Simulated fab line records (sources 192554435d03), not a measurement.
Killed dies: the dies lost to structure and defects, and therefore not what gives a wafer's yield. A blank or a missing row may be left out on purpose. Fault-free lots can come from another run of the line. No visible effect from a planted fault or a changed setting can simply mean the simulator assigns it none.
fab line records	flow n5_finfet
[record] lots = 4	wafers = 12	last_day = 16
route steps=1938 shown BEOL_M0_SAQP@641 BEOL_M0_CUTY@710 BEOL_M4@1111 PASSIVATION@1936
lots that met no fault: from a run of the same line without faults
start_h: the number of hours between the record's first day and the start of the first shown wafer of the lot	wait_h: hours from the lot's prior step to this one	" same as the row above	L1.1+2: one row covering several wafers at once	- no value, or no start given	* or withheld: withheld	< > ~ a bound
route shown NAME@n: NAME is a module with steps in the file, n the number in the route of the first one	usual: mean/standard deviation taken from wafers without a fault	same: alike in all rows	chamber/n: place in a boat	sites: readings site by site	_std_site: the standard deviation of these	_edge_site: inner sites' mean taken away from outer sites' mean	radius_mm: how far each site lies from the wafer's centre	mask NAME#n: copy n	behind: the tool/chamber that last shaped the wafer	hold: why the lot was held/for how many hours/how that ended	device: the transistor (n, p or np) that didn't switch	end of line: tests run on the same wafers once the route is complete	a step without rows: its recipe alone	killed: dies that structure and defects cost at the first sort, which is not the same as the wafer's yield	map: per-die view of a wafer (x killed, . not killed, _ where there is no die)
set.NAME: the setting as run; set.NAME@STEP: as run at that earlier step	model.NAME: the simulator's own value behind a step, which no gauge read
certain route steps with their lots: each step a table, each wafer a row
services: when a tool's chamber went out of use (start_h, in hours from the record's first day, below 0 if earlier), for how many hours, and the reason
[[steps]]
[step N5_BEOL_M0_SAQP_COAT_81]
[recipe] resist = SOC	temp_c = 250	time_s = 60	spin_rpm = 1500	resist_thk_nm = 100
[step N5_BEOL_M0_SAQP_COAT_82]
[recipe] resist = SiARC	temp_c = 220	time_s = 60	spin_rpm = 1500	resist_thk_nm = 30
[step N5_BEOL_M0_SAQP_COAT_08]
[recipe] resist = CAR-ArF	spin_rpm = 1500	resist_thk_nm = 90
[step N5_BEOL_M0_SAQP_EBR_10]
[recipe] solvent = PGMEA	ebr_width_mm = 1.5
[step N5_BEOL_M0_SAQP_SOFTBAKE_09]
[recipe] temp_c = 110	time_s = 60	resist = CAR-ArF
[step N5_BEOL_M0_SAQP_EXPOSE_11]
[recipe] mask_id = M0_CORE	na = 1.35	source_shape = dipole	sigma_inner = 0.538	sigma_outer = 0.738	polarization = te	target_cd_nm = 42	dose_mj = 55
[step N5_BEOL_M0_SAQP_PEB_12]
[recipe] peb_temp_c = withheld	peb_time_s = 60	resist = CAR-ArF
[step N5_BEOL_M0_SAQP_DEVELOP_13]
[recipe] develop_time_s = 30	developer = TMAH	resist = CAR-ArF	dev_temp_c = 23	rinse_liquid = diw	dry = air_spin
[step N5_BEOL_M0_SAQP_DESCUM_19]
[recipe] chemistry = O2	time_s = 7.9	source_power_w = 50	bias_power_w = 20	pressure_mtorr = 20	rf_frequency_hz = 2.712e+07	temp_c = 40	resist = CAR-ArF	o2_flow_sccm = 225
[step N5_BEOL_M0_SAQP_ETCH_83]
[recipe] chemistry = CF4	target = SiARC	target_depth_a = 390	mask_material = CAR-ArF	time_s = 65	ion_energy_ev = 80	pressure_mtorr = 40	source_w = 545	bias_w = 36	Ar_flow_sccm = 100	cf4_flow_sccm = 100	ends = cleared
[usual] drypump_motor_current_A = 5.6/0.45	etch_rf_on_time_s = 64.8/1.5	oes_product_au = 0.65/0.062	rf_vpp_V = 184.2/1.3	showerhead_plenum_p_Torr = 2.15/0.092	throttle_valve_pct = 15.68/0.18
lot.wafer	tool	chamber	start_h	wait_h	drypump_motor_current_A	etch_rf_on_time_s	oes_product_au	rf_hours_counter_h	rf_vpp_V	showerhead_plenum_p_Torr	throttle_valve_pct
L305.1	rie_diel-06	3	132.69	0.0	6.2	62.6	0.63	212	183.6	2.11	15.73
L305.3	"	0	"	"	5.6	65.8	0.63	173	184.3	2.21	15.77
L305.5	"	1	"	"	5.5	63.7	0.67	-	183.0	1.99	15.45
L310.1	rie_diel-06	3	162.16	0.0	6.1	63.9	0.62	225	183.7	2.11	15.74
L310.2	"	2	"	"	4.8	62.9	0.82	6	186.3	2.28	15.42
L310.6	"	1	"	"	5.5	64.7	0.67	-	183.5	1.99	15.47
L311.3	rie_diel-06	2	172.42	0.0	4.8	62.1	0.81	12	185.7	2.28	15.42
L311.5	"	3	"	"	6.2	62.1	0.62	-	183.4	2.11	15.75
L311.6	"	0	"	"	5.6	65.2	0.63	-	184.1	2.20	15.81
L318.2	rie_diel-04	2	212.13	0.0	5.9	65.7	0.71	67	183.4	2.17	15.48
L318.4	"	0	"	"	5.3	64.8	0.64	181	186.2	2.21	15.69
L318.6	"	1	"	"	5.4	63.0	0.61	-	185.1	2.19	16.03
[step N5_BEOL_M0_SAQP_ETCH_84]
[recipe] chemistry = N2/H2	target = SOC	target_depth_a = 1000	overetch_a = 200	mask_material = SiARC	temp_c = 40	time_s = 150	ion_energy_ev = 200	pressure_mtorr = 30	source_w = 840	bias_w = 150	n2_flow_sccm = 200	h2_flow_sccm = 200
[step N5_BEOL_M0_SAQP_STRIP_80]
[recipe] chemistry = N2/H2	temp_c = 40	n2_flow_sccm = 200	h2_flow_sccm = 200	rf_frequency_hz = 6e+07
[step N5_BEOL_M0_SAQP_HM_OPEN_112]
[recipe] chemistry = CHF3/O2	target = SiO2	stop_on = a-Si	target_depth_a = 120	over_etch_frac = 1.25	mask_material = SOC	time_s = 13.5	pressure_mtorr = 30	source_w = 650	bias_w = 170	Ar_flow_sccm = 200	CHF3_flow_sccm = 50	O2_flow_sccm = 5	ion_energy_ev = 200	ends = end_point
[step N5_BEOL_M0_SAQP_STRIP_113]
[recipe] chemistry = CHF3/O2	resist = SiARC	rf_frequency_hz = 6e+07
[step N5_BEOL_M0_SAQP_MANDREL_ETCH_20]
[recipe] target_depth_a = 600	chemistry = HBr/Cl2	target = a-Si	stop_on = SiNx	bt_time_s = 10	mask_material = SOC	over_etch_frac = 0.5	time_s = 30	pressure_mtorr = 10	icp_w = 800	bias_w = 75	HBr_flow_sccm = 150	Cl2_flow_sccm = 80	ends = end_point
[step N5_BEOL_M0_SAQP_STRIP_86]
[recipe] chemistry = N2/H2	power_w = 500	temp_c = 40	pressure_mtorr = 50	rf_frequency_hz = 6e+07	overash_fraction = 0.3	bias_power_w = 28	h2_frac = 0.5	n2_flow_sccm = 300	h2_flow_sccm = 300
[step N5_BEOL_M0_SAQP_STRIP_115]
[recipe] chemistry = post_etch_residue_remover	time_s = 60	temp_c = 25	remover_ph = withheld	remover_water_wt_pct = withheld	remover_fluoride_wt_pct = withheld
[step N5_BEOL_M0_SAQP_SRD_93]
[recipe] dry = ipa_marangoni	time_s = 30	temp_c = 23	rinse_liquid = diw
[step N5_BEOL_M0_SAQP_RECESS_114]
[recipe] chemistry = HF/NH3	target = SiO2	target_depth_a = 144	afs_cycles = 3	temp_c = 30	sublimation_temp_c = 180	sublimation_time_s = 60
[step N5_BEOL_M0_SAQP_SPACER1_ALD_98]
[recipe] material = SiO2	target_thk_a = 128	temp_c = 300	ald_precursor_family = BDEAS	ald_co_reactant = O2-plasma	pulse_time_s = 1	purge_time_s = 2	co_reactant_purge_time_s = 2	ald_cycles = 138	pressure_torr = 2
[step N5_BEOL_M0_SAQP_SPACER1_ETCHBACK_99]
[recipe] chemistry = CHF3/O2	mode = anisotropic_etchback	target = SiO2	target_depth_a = 154	time_s = 7.7	pressure_mtorr = 30	source_w = 650	bias_w = 170	Ar_flow_sccm = 200	CHF3_flow_sccm = 50	O2_flow_sccm = 5	ion_energy_ev = 200
[step N5_BEOL_M0_SAQP_MANDREL1_REMOVE_100]
[recipe] chemistry = HBr/Cl2/O2	bt_time_s = 10	target = a-Si	stop_on = SiNx	endpoint = OES-SiCl	over_etch_frac = 0.85	icp_w = 600	bias_w = 30	HBr_flow_sccm = 150	Cl2_flow_sccm = 80	O2_flow_sccm = 5	pressure_mtorr = 10
[step N5_BEOL_M0_SAQP_ETCH_101]
[recipe] chemistry = CH3F/O2	target = SiNx	mask_material = SiO2	target_depth_a = 299	time_s = 42.7	pressure_mtorr = 30	source_w = 395	bias_w = 73	Ar_flow_sccm = 150	CH3F_flow_sccm = 30	O2_flow_sccm = 20	ion_energy_ev = 120
[step N5_BEOL_M0_SAQP_ETCH_102]
[recipe] chemistry = CF4	target = SiO2	target_depth_a = 40	ion_energy_ev = 350	time_s = 4.4	pressure_mtorr = 10	icp_w = 800	bias_w = 400	cf4_flow_sccm = 80
[step N5_BEOL_M0_SAQP_MANDREL_ETCH_103]
[recipe] chemistry = HBr/Cl2	target = a-Si	target_depth_a = 450	bt_time_s = 10	stop_on = SiCN	mask_material = SiO2	over_etch_frac = 0.8	time_s = 27	pressure_mtorr = 10	icp_w = 800	bias_w = 75	HBr_flow_sccm = 150	Cl2_flow_sccm = 80	ends = end_point
[step N5_BEOL_M0_SAQP_RECESS_104]
[recipe] chemistry = HF/NH3	target = SiO2	target_depth_a = 180	afs_cycles = 3	temp_c = 30	sublimation_temp_c = 180	sublimation_time_s = 60
[step N5_BEOL_M0_SAQP_COAT_105]
[recipe] resist = SOC	temp_c = 250	time_s = 60	spin_rpm = 1500	resist_thk_nm = 100
[step N5_BEOL_M0_SAQP_ETCH_106]
[recipe] chemistry = N2/H2	target = SOC	target_depth_a = 1500	stop_on = SiNx	ion_energy_ev = 100	bias_w = 61	pressure_mtorr = 30	source_w = 850	n2_flow_sccm = 200	h2_flow_sccm = 200
[step N5_BEOL_M0_SAQP_ETCH_107]
[recipe] chemistry = CH3F/O2	target = SiNx	target_depth_a = 300	mask_material = SOC	pressure_mtorr = 30	source_w = 395	bias_w = 73	Ar_flow_sccm = 150	CH3F_flow_sccm = 30	O2_flow_sccm = 20	ion_energy_ev = 120
[step N5_BEOL_M0_SAQP_STRIP_108]
[recipe] chemistry = N2/H2	power_w = 500	temp_c = 40	pressure_mtorr = 50	rf_frequency_hz = 6e+07	overash_fraction = 0.3	bias_power_w = 28	h2_frac = 0.5	n2_flow_sccm = 300	h2_flow_sccm = 300
[step N5_BEOL_M0_SAQP_RECESS_109]
[recipe] chemistry = HF/NH3	target = SiO2	target_depth_a = 30	afs_cycles = 1	temp_c = 30	sublimation_temp_c = 180	sublimation_time_s = 60
[step N5_BEOL_M0_SAQP_SPACER2_ALD_26]
[recipe] material = SiO2	target_thk_a = 150	temp_c = 300	ald_precursor_family = BDEAS	ald_co_reactant = O2-plasma	pulse_time_s = 1	purge_time_s = 2	co_reactant_purge_time_s = 2	pressure_torr = 2
[step N5_BEOL_M0_SAQP_SPACER2_ETCHBACK_27]
[recipe] chemistry = CHF3/O2	mode = anisotropic_etchback	target = SiO2	target_depth_a = 225	time_s = 11.25	pressure_mtorr = 30	source_w = 650	bias_w = 170	Ar_flow_sccm = 200	CHF3_flow_sccm = 50	O2_flow_sccm = 5	ion_energy_ev = 200
[step N5_BEOL_M0_SAQP_MANDREL2_REMOVE_110]
[recipe] chemistry = HBr/Cl2/O2	bt_time_s = 10	target = a-Si	stop_on = SiCN	endpoint = OES-SiCl	over_etch_frac = 1	icp_w = 600	bias_w = 30	HBr_flow_sccm = 150	Cl2_flow_sccm = 80	O2_flow_sccm = 5	pressure_mtorr = 10
[step N5_BEOL_M0_SAQP_COAT_69]
[recipe] resist = SOC	temp_c = 250	time_s = 60	spin_rpm = 1500	resist_thk_nm = 90
[step N5_BEOL_M0_SAQP_COAT_72]
[recipe] resist = SiARC	temp_c = 220	time_s = 60	spin_rpm = 1500	resist_thk_nm = 15
[step N5_BEOL_M0_SAQP_COAT_87]
[recipe] resist = underlayer	temp_c = 205	time_s = 60	spin_rpm = 1500	resist_thk_nm = 5
[step N5_BEOL_M0_SAQP_INSPECT_42]
[recipe] mode = adi	inspect_instrument = brightfield
[usual] raw_defect_count = 279/71
lot.wafer	tool	chamber	start_h	wait_h	raw_defect_count
L305.1	defect_inspect-01	-	136.70	0.1	230
L305.3	"	-	"	"	308
L305.5	"	-	"	"	312
L310.1	defect_inspect-01	-	167.66	0.1	273
L310.2	"	-	"	"	1254
L310.6	"	-	"	"	263
L311.3	defect_inspect-01	-	176.66	0.0	1168
L311.5	"	-	"	"	185
L311.6	"	-	"	"	218
L318.2	defect_inspect-02	-	216.70	0.0	303
L318.4	"	-	"	"	420
L318.6	"	-	"	"	338
[step N5_BEOL_M0_CUTY_INSPECT_59]
[recipe] mode = adi	inspect_instrument = macro
[usual] raw_defect_count = 1.8/1.3
lot.wafer	tool	chamber	start_h	wait_h	raw_defect_count
L305.1	defect_inspect-01	-	138.09	0.0	1
L305.3	"	-	"	"	2
L305.5	"	-	"	"	1
L310.1	defect_inspect-02	-	170.42	0.0	2
L310.2	"	-	"	"	>300
L310.6	"	-	"	"	1
L311.3	defect_inspect-01	-	178.17	0.0	>300
L311.5	"	-	"	"	5
L311.6	"	-	"	"	2
L318.2	defect_inspect-01	-	218.23	0.0	1
L318.4	"	-	"	"	5
L318.6	"	-	"	"	5
[step N5_BEOL_M4_RC_MEAS_101]
[usual] DIBL_N = 35.9/1.8	DIBL_P = 36.2/2	IOFF_N = 0.16/0.031	IOFF_P = 0.22/0.041	ION_N = 676/11	ION_P = 465/8.5	SS_N = 71.4/0.64	SS_P = 73.2/0.7	VT_N = 250/3.5	VT_P = -250/3.9
lot.wafer	tool	chamber	start_h	wait_h	DIBL_N[mV/V]	DIBL_P[mV/V]	IOFF_N[nA/um]	IOFF_P[nA/um]	ION_N[uA/um]	ION_P[uA/um]	SS_N[mV/dec]	SS_P[mV/dec]	VT_N[mV]	VT_P[mV]
L305.1	prober-01	0	195.02	0.0	36.9	37.6	0.16	0.27	672	468	71.9	73.8	248	-248
L305.3	"	0	"	"	37.8	38.1	0.20	0.29	701	481	72.3	73.7	243	-244
L305.5	"	0	"	"	38.0	38.6	0.19	0.29	674	470	72.0	73.2	246	-242
L310.1	prober-01	0	218.67	0.0	35.2	35.4	0.14	0.22	681	472	70.6	72.7	252	-248
L310.2	"	0	"	"	37.9	38.2	0.19	0.27	689	470	72.1	73.4	246	-243
L310.6	"	0	"	"	34.1	34.1	0.14	0.20	676	470	71.1	73.0	251	-250
L311.3	prober-01	0	238.61	0.3	38.1	39.1	0.19	0.25	696	480	72.8	73.9	247	-248
L311.5	"	0	"	"	37.9	38.7	0.17	0.24	683	469	71.5	73.7	247	-252
L311.6	"	0	"	"	37.4	37.7	0.16	0.22	686	466	72.1	73.1	248	-247
L318.2	prober-01	0	270.01	0.2	36.4	36.7	0.18	0.20	678	456	71.6	73.3	245	-249
L318.4	"	0	"	"	38.6	39.7	0.24	0.25	682	462	72.3	74.4	242	-249
L318.6	"	0	"	"	35.2	35.2	0.16	0.18	674	457	71.1	73.5	247	-254
[step N5_PASSIVATION_PROBE_49]
[usual] defect_limited_yield = 91.3/1.3	killed_at_M0_to_M3 = 35/9.3	killed_at_M4_up = 14/5.2	killed_at_contacts = 12/5.9	killed_at_front_end = 38/11	killed_at_other = 4/3.7	killed_dies = 103/15	killed_on_rim = 14/4	killed_open = 67/12	killed_short = 34/8	sort_bin_5_function = 5.1/0.88	sort_bin_6_memory = 3.3/0.65	sort_n_pass = 1077/15	sort_yield_pct = 91.3/1.3
[same] gross_dies = 1180	killed_at_back_side = 0	sort_bin_4_leakage[%] = 0	sort_bin_8_speed[%] = 0
lot.wafer	tool	chamber	start_h	wait_h	defect_limited_yield[%]	killed_at_M0_to_M3	killed_at_M4_up	killed_at_contacts	killed_at_front_end	killed_at_other	killed_dies	killed_on_rim	killed_open	killed_short	sort_bin_5_function[%]	sort_bin_6_memory[%]	sort_n_pass	sort_yield_pct[%]
L305.1	prober-01	-	309.44	0.0	91.7	41	18	13	25	1	98	11	63	35	5.4	2.7	1082	91.7
L305.3	prober-01	-	309.54	0.1	90.9	44	18	13	32	0	107	11	73	33	4.9	4.1	1073	90.9
L305.5	prober-01	-	309.64	0.2	92.5	37	12	7	32	1	89	13	67	21	4.2	3.3	1091	92.5
L310.1	prober-01	-	332.16	0.0	92.4	35	9	3	42	1	90	10	68	22	5.0	2.3	1090	92.4
L310.2	prober-01	-	332.21	0.1	83.4	161	9	2	22	2	196	31	50	27	9.9	3.6	984	83.4
L310.6	prober-01	-	332.41	0.3	94.2	21	9	12	24	2	68	6	40	24	3.6	2.0	1112	94.2
L311.3	prober-02	-	348.20	0.1	80.8	129	10	23	50	15	227	30	67	45	11.3	4.7	953	80.8
L311.5	prober-02	-	348.30	0.2	92.7	18	15	11	33	9	86	16	61	20	3.5	3.1	1094	92.7
L311.6	prober-02	-	348.35	0.3	90.7	25	8	20	45	12	110	21	65	44	4.6	4.7	1070	90.7
L318.2	prober-01	-	384.59	0.1	92.1	38	15	10	27	3	93	19	61	32	4.4	3.1	1087	92.1
L318.4	prober-01	-	384.69	0.2	91.0	33	16	18	38	1	106	16	77	29	4.6	4.0	1074	91.0
L318.6	prober-01	-	384.79	0.3	90.8	31	5	17	50	5	108	10	64	44	4.9	3.6	1072	90.8
// killed by level:class
L305.1 FIN_SAQP:geometric_particle:open=11 MOL_CONTACT_COAG:geometric_particle:open=9 BEOL_M0_SAQP:geometric_particle:open=8 BEOL_M1:geometric_particle:open=8 BEOL_M3:geometric_particle:open=8 BEOL_M4:geometric_particle:open=8 BEOL_M0_SAQP:geometric_particle:short=7 FIN_SAQP:geometric_particle:short=5
L305.3 FIN_SAQP:geometric_particle:open=11 BEOL_M4:geometric_particle:open=11 MOL_CONTACT_COAG:geometric_particle:open=10 BEOL_M0_SAQP:geometric_particle:open=9 BEOL_M0_SAQP:geometric_particle:short=8 BEOL_M3:geometric_particle:open=8 BEOL_M2:geometric_particle:open=7 FIN_SAQP:geometric_particle:short=6
L305.5 FIN_SAQP:geometric_particle:open=13 BEOL_M3:geometric_particle:open=8 BEOL_M0_SAQP:geometric_particle:open=8 STI_FIN_REVEAL:geometric_particle:open=6 BEOL_M2:geometric_particle:open=6 FIN_SAQP:geometric_particle:short=5 MOL_CONTACT_COAG:geometric_particle:open=5 BEOL_M1:geometric_particle:open=5
L310.1 STI_FIN_REVEAL:geometric_particle:open=13 BEOL_M2:geometric_particle:open=11 BEOL_M0_SAQP:geometric_particle:open=9 FIN_SAQP:geometric_particle:short=8 FIN_SAQP:geometric_particle:open=6 BEOL_M4:geometric_particle:open=5 BEOL_M3:geometric_particle:open=5 BEOL_M1:geometric_particle:open=4
L310.2 BEOL_M0_SAQP:unspecified=119 BEOL_M0_SAQP:geometric_particle:short=14 BEOL_M0_SAQP:geometric_particle:open=8 BEOL_M1:geometric_particle:open=7 BEOL_M3:geometric_particle:open=6 GATE_CUT:geometric_particle:open=5 BEOL_M2:geometric_particle:open=5 BEOL_M4:geometric_particle:open=4
L310.6 MOL_CONTACT_COAG:geometric_particle:open=10 FIN_SAQP:geometric_particle:short=7 BEOL_M1:geometric_particle:open=5 FIN_SAQP:geometric_particle:open=4 STI_FIN_REVEAL:geometric_particle:open=3 GATE_CUT:geometric_particle:short=3 BEOL_M0_SAQP:geometric_particle:short=3 BEOL_M0_SAQP:geometric_particle:open=3
L311.3 BEOL_M0_SAQP:unspecified=110 MOL_CONTACT_COAG:geometric_particle:open=18 FIN_SAQP:geometric_particle:short=12 BEOL_M0_SAQP:geometric_particle:short=10 STI_FIN_REVEAL:geometric_particle:open=9 FIN_SAQP:geometric_particle:open=8 MIM_TOP_ETCH:geometric_particle:open=7 STARTING-WAFER:geometric_particle:short=7
L311.5 STI_FIN_REVEAL:geometric_particle:open=13 MOL_CONTACT_COAG:geometric_particle:open=10 BEOL_M3:geometric_particle:open=6 BEOL_M4:geometric_particle:open=6 BEOL_M5:geometric_particle:open=5 BEOL_M2:geometric_particle:open=4 BEOL_M0_SAQP:geometric_particle:short=4 FIN_SAQP:geometric_particle:short=3
L311.6 MOL_CONTACT_COAG:geometric_particle:open=16 FIN_SAQP:geometric_particle:short=10 FIN_SAQP:geometric_particle:open=8 STI_FIN_REVEAL:geometric_particle:open=8 BEOL_M3:geometric_particle:open=7 BEOL_M0_SAQP:geometric_particle:short=6 MIM_TOP_ETCH:geometric_particle:short=6 GATE_CUT:geometric_particle:short=5
L318.2 BEOL_M1:geometric_particle:open=10 BEOL_M0_SAQP:geometric_particle:short=8 MOL_CONTACT_COAG:geometric_particle:open=7 BEOL_M2:geometric_particle:open=5 BEOL_M4:geometric_particle:open=5 STARTING-WAFER:geometric_particle:open=5 FIN_SAQP:geometric_particle:short=4 FIN_SAQP:geometric_particle:open=4
L318.4 MOL_CONTACT_COAG:geometric_particle:open=14 STI_FIN_REVEAL:geometric_particle:open=10 BEOL_M7:geometric_particle:open=7 BEOL_M1:geometric_particle:open=6 STARTING-WAFER:geometric_particle:open=6 FIN_SAQP:geometric_particle:short=5 BEOL_M0_SAQP:geometric_particle:open=5 BEOL_M0_SAQP:geometric_particle:short=5
L318.6 FIN_SAQP:geometric_particle:open=15 FIN_SAQP:geometric_particle:short=15 MOL_CONTACT_COAG:geometric_particle:open=13 BEOL_M0_SAQP:geometric_particle:short=8 BEOL_M1:geometric_particle:open=8 BEOL_M0_SAQP:geometric_particle:open=6 GATE_CUT:geometric_particle:short=5 DUMMY_GATE:geometric_particle:open=4
// map L310.2 (x killed, . not)
_________________....x.......________________
______________....x..x.........._____________
___________.......x................__________
__________..............x..........._________
________.x..x....x.................x.._______
_______.x..............................______
______x....x........x.................x._____
_____.........x................x.........____
____...............x..........x...........___
___....................................x...__
___....xx..x...x..........................x__
__............................xx............_
__.........x................................_
_...x.............x..........................
_.xx....................xx..........xx.......
_............................................
_x....x...........................x.....x....
_.....x..........x........x.........xx.......
_................x...........x....xx.x.......
_.........x..........x..x....x...x..xx.......
_.................x......x...xx.x...x........
__........x...................xxx.xxxxxxxx.._
__..x....x.......x......x...xx.xxxxxxxxxxxxx_
___....x.....x..........x....xxxxxxxxxxxxxx__
___......xx.................xxxxxxxxxxxxxxx__
____....x....................xxxxxxxxxxxxx___
_____.......x..............x.xxxxxxxxxxxx____
______x......................xxxxxxxxxxx_____
_______....................x.xxxxxxxxxx______
________...x..................xxxxxxxx_______
__________.x...................xxxxx_________
___________...x.................xx.__________
______________.................._____________
_________________............________________
// map L311.3 (x killed, . not)
_________________.........x..________________
______________..x...xx.....x...._____________
___________...x........x...........__________
__________.............x............_________
________............x................._______
_______.......x...xx........x..........______
______......x....x..x..................x_____
_____.xx.........x...................x...____
____..............x.......x........x......___
___...x.........x...x..........x...xx...x..__
___......x...x......x..........x......x....__
__.....x..............x..x.................._
__...........x...........x.....x.x.........._
_.x...........x..........x...........x.......
_x........x.......x..x........x..............
_...............xx....x......................
_..xx...............x.......................x
_x..x....x...x....x.x...x......x..x....xx....
_..............x...x.x...........x..x........
_........x......xx......x........x...........
_..x...x................x..xxx....x.x...x....
__......x.x..x......x....x.......xxxx.x....._
__x.x.........................x.xxxxxxxxxx.._
___.........x..x...x.......x.xxxxxxxxxxxxxx__
___...x........x............xxxxxxxxxxxxxxx__
____.......................xxxxxxxxxxxxxxx___
_____..........x............xxxxxxxxxxxxx____
______..........x.xx.x.......xxxxxxxxxxx_____
_______......x...............xxxxxxxxxx______
________.............x......xxxxxxxxxx_______
__________..x..........x.......xxxxx_________
___________......xx....x.........xx__________
______________................x._____________
_________________x...........________________
[[services]]
tool	chamber	start_h	hours	kind
rie_diel-06	2	130.38	-	clean
rie_diel-06	2	130.38	-	consumable_replace:focus_ring
rie_diel-06	2	130.38	-	consumable_replace:showerhead
rie_diel-06	2	130.38	17.2	scheduled_down
rie_diel-06	2	130.38	17.2	vent_cycle
rie_diel-06	-	151.78	0.2	repair
[[key]]
[first_sign] step = N5_BEOL_M0_SAQP_INSPECT_42	reading = raw_defect_count	direction = up	sigmas = 13	usual = 279	struck = 1211
[effect] step = N5_BEOL_M0_CUTY_INSPECT_59	reading = raw_defect_count	direction = up	sigmas = 99+	usual = 1.8	struck = >300
[effect] step = N5_PASSIVATION_PROBE_49	reading = killed_at_M0_to_M3	direction = up	sigmas = 12	usual = 35	struck = 145
[more_kills_born_at] N5_BEOL_M0_SAQP_ETCH_83@rie_diel-06 = 229
met_at N5_BEOL_M0_SAQP_ETCH_83
struck_wafers L310.2,L311.3
[fault] kind = chamber_particle_source	tool = rie_diel-06	chamber = 2	onset_h = 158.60	steps = N5_BEOL_M0_SAQP_ETCH_83	rate_per_visit_cm2 = 1.4122	end_h = 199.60
